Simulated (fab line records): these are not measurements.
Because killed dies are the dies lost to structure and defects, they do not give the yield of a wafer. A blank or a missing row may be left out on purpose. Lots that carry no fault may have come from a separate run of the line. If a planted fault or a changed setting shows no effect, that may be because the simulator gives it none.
A lot that was struck, set against a sound lot ; flow n5_finfet ; 35 out of 1938 route steps
Sound: the wafers L927.2, L927.3, L927.5. Struck: wafer L928.1. (L928.5, L928.6 of the same lot were not struck and are left out.) The cause comes at the end.
Per side, at each step with rows, come the tool, then ch with its chambers, and then its first start. Under that, the readings that differ: sound wafers ; struck wafers ; difference of the means ; sigmas: that difference in standard deviations of wafers without a fault.
alike: readings with means less than 2 such deviations apart, plus words and numbers identical on both sides. not compared: withheld readings, readings lacking a value on some wafer, bounds such as >300 that could conceal the same value, and numbers that have no deviation in the record and whose values overlap.
The two part at a step that has a row with sigmas, a row that says differs or no value, or rows on one side only. Numbers that have no deviation but don't overlap get no sigmas and don't part them. A reading missing from all wafers of one side parts the sides only when that side holds two or more wafers.

first, 8 steps without rows for these wafers: N5_BEOL_M9_SPUTTER_48 (material Cu, target thk 12 nm, time 2 s); N5_BEOL_M9_ECD_50 (material Cu, target thk 318 nm); N5_BEOL_M9_ANNEAL_51 (time 90 s); N5_BEOL_M9_CMP_52 (polishes, stops on SiCOH lowk, t overpolish 7 s, target thk 140 nm); N5_BEOL_M9_PRE_CLEAN_55 (time 15 s); N5_BEOL_M9_DEP_56 (deposits SiCN from 3MS/NH3, target thk 15 nm, time 26.5 s); N5_BEOL_M10_ILD_DEP_00 (deposits SiCOH lowk from DEMS/porogen, target thk 308.51 nm, time 58 s); N5_BEOL_M10_CURE_71 (cures SiCOH lowk, time 240 s).
N5_BEOL_M10_PECVD_70: deposits SiO2 from TEOS/O2, target thk 20 nm, time 22.7 s.
  sound on pecvd-03 ch 0,2, day 14 09:28; struck on pecvd-03 ch 0, day 14 22:52
reading;sound;struck;difference;sigmas
model.SiO2_of_BEOL_M10_PECVD_70.thk_nm (nm);20.2 20.4 20.8;14.8;-5.7;
  alike: heater_power_w, showerhead_plenum_p_Torr, throttle_valve_pct
then, 24 steps without rows for these wafers: N5_BEOL_M10_HM_DEP_02 (deposits TiN, target thk 20 nm); N5_BEOL_M10_COAT_59 (time 60 s, resist thk 100 nm); N5_BEOL_M10_COAT_60 (time 60 s, resist thk 30 nm); N5_BEOL_M10_COAT_05 (resist thk 90 nm); N5_BEOL_M10_EBR_07; N5_BEOL_M10_SOFTBAKE_06 (time 60 s); N5_BEOL_M10_EXPOSE_08 (exposes mask M10); N5_BEOL_M10_PEB_09 (peb time 60 s); N5_BEOL_M10_DEVELOP_10 (develop time 30 s); N5_BEOL_M10_DESCUM_16 (chemistry O2, time 7.9 s); N5_BEOL_M10_ETCH_61 (etches SiARC in CF4, target depth 39 nm, time 65 s); N5_BEOL_M10_ETCH_62 (etches SOC in N2/H2, target depth 110 nm, overetch 22 nm, time 165 s); N5_BEOL_M10_STRIP_68 (strips in N2/H2); N5_BEOL_M10_STRIP_67 (strips in CF4); N5_BEOL_M10_HM_OPEN_17 (chemistry Cl2/BCl3, target TiN, target depth 20 nm, overetch 6 nm); N5_BEOL_M10_STRIP_19 (strips in O2); N5_BEOL_M10_COAT_63 (time 60 s, resist thk 100 nm); N5_BEOL_M10_COAT_64 (time 60 s, resist thk 30 nm); N5_BEOL_M10_COAT_22 (resist thk 90 nm); N5_BEOL_M10_EBR_24; N5_BEOL_M10_SOFTBAKE_23 (time 60 s); N5_BEOL_M10_EXPOSE_25 (exposes mask V9); N5_BEOL_M10_PEB_26 (peb time 60 s); N5_BEOL_M10_DEVELOP_27 (develop time 30 s).
N5_BEOL_M10_HM_STRIP_39: strips TiN in peroxide tin strip, target depth 25 nm, time 158 s.
  sound on wet_bench-01 ch 4,6,7, day 14 14:20; struck on wet_bench-02 ch 4, day 15 02:01
reading;sound;struck;difference;sigmas
model.SiO2_of_BEOL_M10_PECVD_70.thk_nm (nm);20 20.2 20.6;14.8;-5.5;
  alike: temp_c
N5_BEOL_M10_CMP_52: polishes, stops on SiCOH lowk, t overpolish 7 s, target thk 140 nm.
  sound on cmp-04 ch 1,3, day 14 16:07; struck on cmp-02 ch 0, day 15 04:39
reading;sound;struck;difference;sigmas
barrier_field_endpoint_s (s);29.2 29.4 29.7;22.9;-6.5;-10
  alike: motor_current_A, retaining_ring_pressure_frac
  not compared: pad_life_wafers

== WHERE THEY PART ==
N5_BEOL_M10_CMP_52 only, going by this record.

WHY: what had been put in by the simulator
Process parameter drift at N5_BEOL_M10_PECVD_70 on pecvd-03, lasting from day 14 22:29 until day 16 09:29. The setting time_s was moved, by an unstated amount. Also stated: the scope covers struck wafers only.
